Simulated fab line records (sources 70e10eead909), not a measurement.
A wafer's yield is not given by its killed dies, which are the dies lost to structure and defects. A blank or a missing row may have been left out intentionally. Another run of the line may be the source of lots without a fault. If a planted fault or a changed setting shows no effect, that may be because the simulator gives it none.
Which tool did it? ; flow nand harc ; Sampling: 12 lots, 34 wafers, 6 of 1159 route steps

## WHAT EACH GAUGE READ, for each wafer
NHARC_A_BONDPAD_THK_MEAS_30: measures by ellipsometry. Usual: thk nm 200.1 nm, standard deviation 1.8.
lot;measured;on;thk nm (nm);flag
L264;day 17 19:53;film metro-02;201.3 199.3 201.5;
L263;day 17 23:02;film metro-02;199.4 198.0 198.2;
L266;day 18 05:06;film metro-02;202.7 199.5 201.7;
L265;day 18 06:56;film metro-02;196.9 196.9 196.5;
L268;day 18 19:58;film metro-02;197.7 200.6 197.6;
L269;day 19 01:24;film metro-01;201.9 200.6 201.6;
L270;day 19 03:49;film metro-01;200.8 198.1 201.0;
L267;day 19 09:20;film metro-01;201.8 202.1 201.0;
L273;day 20 06:35;film metro-02;201.5 202.4 199.9;
L283;day 23 04:01;film metro-02;201.4 155.0 155.8 198.1 154.6 154.7;OFF
L285;day 23 13:08;film metro-01;200.8 199.8 200.3;
L284;day 24 02:04;film metro-01;154.3 154.1;OFF

NHARC_END_SORT_01. Usual: defect limited yield 95.7 %, standard deviation 1.6; killed at array 25, standard deviation 9.7; killed at other 0.7, standard deviation 0.87; killed at periphery 3.3, standard deviation 2.3; killed dies 29, standard deviation 11; killed open 3.6, standard deviation 2.1; killed short 2.3, standard deviation 1.7; sort_bin_2_pct 1.4 %, standard deviation 0.62; sort_bin_3_pct 0.25 %, standard deviation 0.21; sort_bin_4_pct 2.7 %, standard deviation 1; sort n pass 648, standard deviation 11; sort rim yield pct 94 %, standard deviation 3.2; sort yield pct 95.7 %, standard deviation 1.6.
lot;measured;on;defect limited yield (%);killed at array;killed at other;killed at periphery;killed dies;killed open;killed short;sort_bin_2_pct (%);sort_bin_3_pct (%);sort_bin_4_pct (%);sort n pass;sort rim yield pct (%);sort yield pct (%);flag
L283;day 24 19:20;prober-02;92.6 92.8 92.0;43 45 50;0 3 2;7 1 2;50 49 54;6 3 4;4 2 4;2.1 1.9 3.2;0.30 0.59 0.15;5.0 4.7 4.6;627 628 623;88 89 92;92.6 92.8 92.0;

## WHICH TOOL RAN EACH LOT (tool, then ch and the chambers of the sampled wafers, then the start)
lot;NHARC_A_M0_PRE_CLEAN_31;NHARC_A_BONDPAD_DEP_00;NHARC_A_BONDPAD_CMP_29;NHARC_A_BONDPAD_DESCUM_11
L264;pecvd-01 ch 0,2, day 17 14:20;pecvd-02 ch 0,1, day 17 19:14;cmp-01 ch 1,2,3, day 17 19:38;rie diel-13 ch 0,2, day 17 20:40
L263;pecvd-01 ch 0,2, day 17 17:35;pecvd-04 ch 0,2, day 17 22:22;cmp-03 ch 0,1,3, day 17 22:51;rie diel-13 ch 0,1, day 17 23:49
L266;pecvd-04 ch 0,2, day 17 23:25;pecvd-02 ch 0,1, day 18 04:29;cmp-01 ch 0,3, day 18 04:50;rie diel-13 ch 1,3, day 18 05:53
L265;pecvd-02 ch 0,2, day 18 01:38;pecvd-04 ch 0,2, day 18 06:16;cmp-03 ch 0,3, day 18 06:41;rie diel-13 ch 0,1,3, day 18 07:43
L268;pecvd-02 ch 0,1,2, day 18 14:29;pecvd-04 ch 0,1,2, day 18 19:26;cmp-04 ch 0,1,3, day 18 19:47;rie diel-13 ch 0,1, day 18 20:38
L269;pecvd-02 ch 0,1,2, day 18 19:07;pecvd-03 ch 0,1,2, day 19 00:45;cmp-01 ch 0,1,3, day 19 01:12;rie diel-13 ch 0,1,3, day 19 02:13
L270;pecvd-04 ch 1,2, day 18 22:20;pecvd-02 ch 0,1,2, day 19 03:12;cmp-01 ch 0,2,3, day 19 03:34;rie diel-13 ch 0,1,3, day 19 04:35
L267;pecvd-02 ch 0,1, day 19 03:55;pecvd-03 ch 0,1,2, day 19 08:43;cmp-04 ch 0,1,2, day 19 09:10;rie diel-13 ch 2,3, day 19 10:07
L273;pecvd-02 ch 0,1,2, day 20 01:19;pecvd-03 ch 0,1,2, day 20 06:04;cmp-03 ch 2,3, day 20 06:22;rie diel-13 ch 0,1,3, day 20 07:23
L283;pecvd-01 ch 0,2, day 22 22:37;pecvd-03 ch 1,2, day 23 03:22;cmp-04 ch 0,1,3, day 23 03:46;rie diel-13 ch 0,2,3, day 23 08:04
L285;pecvd-01 ch 0,2, day 23 06:57;pecvd-04 ch 0,1,2, day 23 12:28;cmp-03 ch 1,3, day 23 12:53;rie diel-09 ch 1,2,3, day 23 13:55
L284;pecvd-02 ch 0, day 23 16:34;pecvd-03 ch 2, day 24 01:38;cmp-01 ch 3, day 24 01:53;rie diel-10 ch 1, day 24 03:48
- NHARC_A_M0_PRE_CLEAN_31: time 12 s.
- NHARC_A_BONDPAD_DEP_00: deposits SiCN, target thk 250 nm.
- NHARC_A_BONDPAD_CMP_29: polishes SiCN, target thk 200 nm.
- NHARC_A_BONDPAD_DESCUM_11: chemistry O2, time 3 s.

## AS READ BY THE TOOLS THEMSELVES (means over the sampled wafers that have a number; for cases with no such wafer, the mark the record gives instead)
NHARC_A_M0_PRE_CLEAN_31. Usual: heater power outer w 365 W, standard deviation 70; heater power w 617 W, standard deviation 92.
lot;tool;heater power outer w (W);heater power w (W);flag
L264;pecvd-01;348;611;
L263;pecvd-01;274;485;
L266;pecvd-04;342;568;
L265;pecvd-02;339;573;
L268;pecvd-02;425;684;
L269;pecvd-02;424;669;
L270;pecvd-04;354;617;
L267;pecvd-02;338;551;
L273;pecvd-02;431;695;
L283;pecvd-01;342;588;
L285;pecvd-01;322;553;
L284;pecvd-02;333;563;

NHARC_A_BONDPAD_DEP_00. Usual: heater power outer w 331 W, standard deviation 78; heater power w 568 W, standard deviation 93; showerhead vpp V 1301 V, standard deviation 45.
lot;tool;heater power outer w (W);heater power w (W);showerhead vpp V (V);flag
L264;pecvd-02;349;561;1301;
L263;pecvd-04;309;522;1342;
L266;pecvd-02;328;528;1311;
L265;pecvd-04;332;548;1326;
L268;pecvd-04;292;522;1287;
L269;pecvd-03;276;497;1293;
L270;pecvd-02;378;609;1307;
L267;pecvd-03;282;514;1293;
L273;pecvd-03;313;555;1306;
L283;pecvd-03;293;544;1287;
L285;pecvd-04;287;526;1282;
L284;pecvd-03;265;500;1307;

NHARC_A_BONDPAD_CMP_29. Usual: motor current A 12.4 A, standard deviation 1.1; retaining ring pressure frac 1.000, standard deviation 0.0048.
lot;tool;motor current A (A);retaining ring pressure frac;flag
L264;cmp-01;12.6;1.000;
L263;cmp-03;12.4;0.995;
L266;cmp-01;12.1;0.997;
L265;cmp-03;12.4;0.990;
L268;cmp-04;12.4;0.999;
L269;cmp-01;12.4;0.998;
L270;cmp-01;12.9;0.998;
L267;cmp-04;11.1;1.003;
L273;cmp-03;13.4;1.006;
L283;cmp-04;12.2;1.003;
L285;cmp-03;13.0;1.006;
L284;cmp-01;11.8;1.005;

NHARC_A_BONDPAD_DESCUM_11. Usual: drypump motor current A 5.7 A, standard deviation 0.32; oes product au 1.006 a.u., standard deviation 0.012; rf vpp V 58.0 V, standard deviation 0.79; showerhead plenum p Torr 1.96 Torr, standard deviation 0.069; throttle valve pct 11.311 %, standard deviation 0.0098.
lot;tool;drypump motor current A (A);oes product au (a.u.);rf vpp V (V);showerhead plenum p Torr (Torr);throttle valve pct (%);flag
L264;rie diel-13;5.6;1.015;58.2;1.95;11.312;
L263;rie diel-13;6.0;1.007;59.0;1.96;11.312;
L266;rie diel-13;5.8;1.023;57.7;2.02;11.314;
L265;rie diel-13;5.8;1.017;58.9;1.98;11.304;
L268;rie diel-13;6.0;1.002;58.7;1.96;11.314;
L269;rie diel-13;5.8;1.010;58.6;1.98;11.296;
L270;rie diel-13;5.8;1.022;57.5;1.98;11.315;
L267;rie diel-13;5.5;1.009;57.6;1.98;11.317;
L273;rie diel-13;5.8;1.003;58.0;1.98;11.313;
L283;rie diel-13;5.6;1.009;57.8;1.97;11.304;
L285;rie diel-09;5.7;0.998;58.0;1.97;11.313;
L284;rie diel-10;5.7;1.029;57.3;1.77;11.330;

## THE ANSWER, worked out from the rows above alone
Rule: lot off if the mean of its wafers having a number is beyond 3 standard deviations from the usual mean. Also off: a lot with no number at a reading for which 4 or more lots have one. Where the step has rows for the other lots, those lots are counted as sound. The gauges are gone through in route order, then the tools' own readings, and for those a lot's mean is taken as printed above. The first step at which some lot is off is used, and at that step the reading that is off furthest; a lot without a number counts as furthest.
Off: L283, L284 (NHARC_A_BONDPAD_THK_MEAS_30, thk nm).
If a tool, at a process step before that reading, ran all the lots that are off and no sound lot after the first of them, it fits. Gauges at NHARC_A_BONDPAD_THK_MEAS_30: tried the same way as those tools. One fits: pecvd-03 at NHARC_A_BONDPAD_DEP_00. Its last sound lot is L273 (day 20 06:04), its first lot that is off L283 (day 23 03:22): a fault that began between those two fits.

## WHAT THE SIMULATOR HAD PUT IN
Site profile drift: pecvd-03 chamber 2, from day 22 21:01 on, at NHARC_A_BONDPAD_DEP_00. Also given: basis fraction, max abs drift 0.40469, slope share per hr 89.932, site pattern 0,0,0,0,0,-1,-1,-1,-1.
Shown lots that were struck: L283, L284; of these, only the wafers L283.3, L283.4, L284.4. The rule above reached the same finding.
